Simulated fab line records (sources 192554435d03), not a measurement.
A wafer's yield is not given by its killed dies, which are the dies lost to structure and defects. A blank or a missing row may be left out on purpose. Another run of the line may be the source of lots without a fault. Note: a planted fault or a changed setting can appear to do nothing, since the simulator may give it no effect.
Chamber matching | flow n5 finfet | 4 sister chambers for N5_MOL_CONTACT_COAG_ALD_27 on ald sin-01
The step deposits SiOC, target thk 17 nm, pulse time 1.5 s, time 2720 s. 20 wafers are shown with their chamber, then 10 later ones without.

WAFERS WITH THEIR CHAMBER
wafer  | chamber | heater power outer w (W) | heater power w (W) | precursor pulse height rel
L078.1 | 0       | 491                      | 807                | 1.010
L078.2 | 3       | 569                      | 900                | 0.969
L078.5 | 0       | 503                      | 783                | 0.976
L079.2 | 3       | 543                      | 898                | 0.978
L079.4 | 1       | 450                      | 811                | 1.014
L079.6 | 2       | 447                      | 876                | 1.008
L080.1 | 1       | 454                      | 771                | 0.996
L080.4 | 0       | 480                      | 785                | 1.010
L080.5 | 0       | 481                      | 805                | 0.984
L081.3 | 0       | 491                      | 807                | 0.963
L081.5 | 3       | 570                      | 887                | 0.978
L081.6 | 2       | 470                      | 864                | 1.037
L083.2 | 0       | 511                      | 786                | 1.004
L083.3 | 1       | 446                      | 792                | 1.013
L083.4 | 3       | 571                      | 892                | 0.983
L090.1 | 1       | 448                      | 781                | 0.961
L090.3 | 3       | 575                      | 898                | 1.010
L090.4 | 0       | 490                      | 780                | 0.969
L091.1 | 1       | 449                      | 800                | 1.001
L091.2 | 3       | 575                      | 879                | 0.999

SIGNATURES (means of the wafers above)
reading                    | chamber 0 | chamber 1 | chamber 2 | chamber 3 | scatter within a chamber
heater power outer w       | 492.43    | 449.40    | 458.50    | 567.17    | 10.6
heater power w             | 793.29    | 791.00    | 870.00    | 892.33    | 12
precursor pulse height rel | 0.98800   | 0.99700   | 1.02250   | 0.98617   | 0.0191
Rule: distance of a wafer from a chamber = root of the sum over the readings of ((wafer's reading minus chamber's mean) / reading's scatter) squared. The wafer belongs to the nearest chamber; if the next one is less than 2 further off, it can't be placed. The scatter: take each reading less its chamber's mean, square it, sum over the shown wafers, divide by the number of wafers less the number of chambers, and take the root.

WAFERS WHOSE CHAMBER IS MISSING
wafer  | heater power outer w (W) | heater power w (W) | precursor pulse height rel
L091.6 | 515                      | 802                | 0.979
L092.1 | 556                      | 875                | 0.999
L092.2 | 475                      | 861                | 1.007
L092.4 | 460                      | 777                | 1.009
L096.1 | 470                      | 853                | 1.015
L096.2 | 506                      | 793                | 0.991
L096.5 | 459                      | 790                | 1.035
L097.1 | 563                      | 851                | 1.003
L097.2 | 509                      | 829                | 1.035
L097.5 | 461                      | 801                | 1.003

EACH ONE'S CHAMBER
wafer  | from the rows above     | in truth
L091.6 | 0                       | 0
L092.1 | 3                       | 3
L092.2 | 2                       | 2
L092.4 | can't be placed: 1 or 0 | 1
L096.1 | 2                       | 2
L096.2 | 0                       | 0
L096.5 | can't be placed: 1 or 0 | 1
L097.1 | 3                       | 3
L097.2 | can't be placed: 0 or 2 | 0
L097.5 | can't be placed: 1 or 0 | 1
Correctly placed: 6 of 10. Not placeable from these rows: 4 (in 4, the candidates include the true chamber). 0 placed wrongly.
